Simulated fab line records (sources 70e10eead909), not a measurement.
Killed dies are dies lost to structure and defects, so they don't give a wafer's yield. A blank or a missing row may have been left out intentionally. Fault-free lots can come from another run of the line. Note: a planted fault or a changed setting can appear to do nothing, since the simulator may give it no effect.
Problem report, 8D (eight disciplines) form, completed by code    flow nand harc    the parts of the form that need people (team, actions taken, sign-off) are left out

1. THE PROBLEM
Mean of killed at array at NHARC_END_SORT_01: 674 across 2 wafers in 2 lots; on wafers with no fault it is 28 (standard deviation 10). That puts it +65 standard deviations away from the usual mean.
First observed at day 22 07:35: wafer L712.6, on prober-01. Wafers with a number at this step in the record: 40, from 14 lots. By rule, "out" or "out of limits" means more than 4 standard deviations away from the usual mean. The other wafers with a number count as sound.

2. WHAT IT IS; WHAT IT IS NOT
question                     is                            is not
which readings at this step  killed at array, killed dies  killed at other, killed at periphery, killed open, killed short
which lots                   L710, L712                    L701, L702, L703, L704, L705, L706, L707, L718, L719, L720, L722, L724
which wafers of those lots   L710.6, L712.6                L710.1, L712.2
read on which gauges         prober-01, prober-02          -
when                         from day 22 07:35             up to then (22 sound wafers); but 16 sound wafers of L710, L718, L719, L720, L722, L724 came after

3. SUSPECTS, AND WHAT RULES EACH OUT
Counting: if a tool at a process step up to the reading ran every lot that is out, it stays a suspect. Sound lots after the first of them don't rule it out here, since some wafers of a struck lot are sound.
- the gauge at NHARC_END_SORT_01 is ruled out. Those wafers that are out were read across 2 gauges (prober-01, prober-02).
- pecvd-02 at NHARC_A_SGD_CUT_DEP_00 (deposits SiNx, target thk 50 nm): kept. It processed each lot that is out (first: L712, day 16 12:35); up to then, its last sound lot is L707 (day 15 12:19).
After counting, what remains is pecvd-02 at NHARC_A_SGD_CUT_DEP_00.

4. THE CAUSE (what the simulator had put in)
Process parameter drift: pecvd-02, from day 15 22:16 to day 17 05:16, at NHARC_A_SGD_CUT_DEP_00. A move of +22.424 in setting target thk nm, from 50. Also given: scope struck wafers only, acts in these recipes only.
Counting left only this tool.

5. SEQUENCE OF EFFECTS, ordered by route
One row per reading whose mean, taken over the struck wafers that have a number, lies over 3 standard deviations from the usual. Only readings whose record carries a usual standard deviation are examined. hours: median over the lots of the time between each lot's start at the first step of this table that gives one and its start at this step. sigmas: the change, counted in usual standard deviations.
hours  step               reading          usual  on struck wafers  change  sigmas
0      NHARC_END_SORT_01  killed at array  28     674               +646    +65
0      NHARC_END_SORT_01  killed dies      31     677               +646    +65

6. WHAT WOULD HAVE CAUGHT IT SOONER
153 hours passed between the start of the fault at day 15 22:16 and the first reading out of limits at a measuring or inspecting step in this record, taken at day 22 07:35.
Of the tool readings at NHARC_A_SGD_CUT_DEP_00 for which the record gives a usual standard deviation, none was out on any struck wafer, so an alarm limit of 4 standard deviations on them would not have fired.
Lots out: 2; all had begun NHARC_A_SGD_CUT_DEP_00 on pecvd-02 by day 22 07:35. Tool hold at that time: it would have spared none of them.
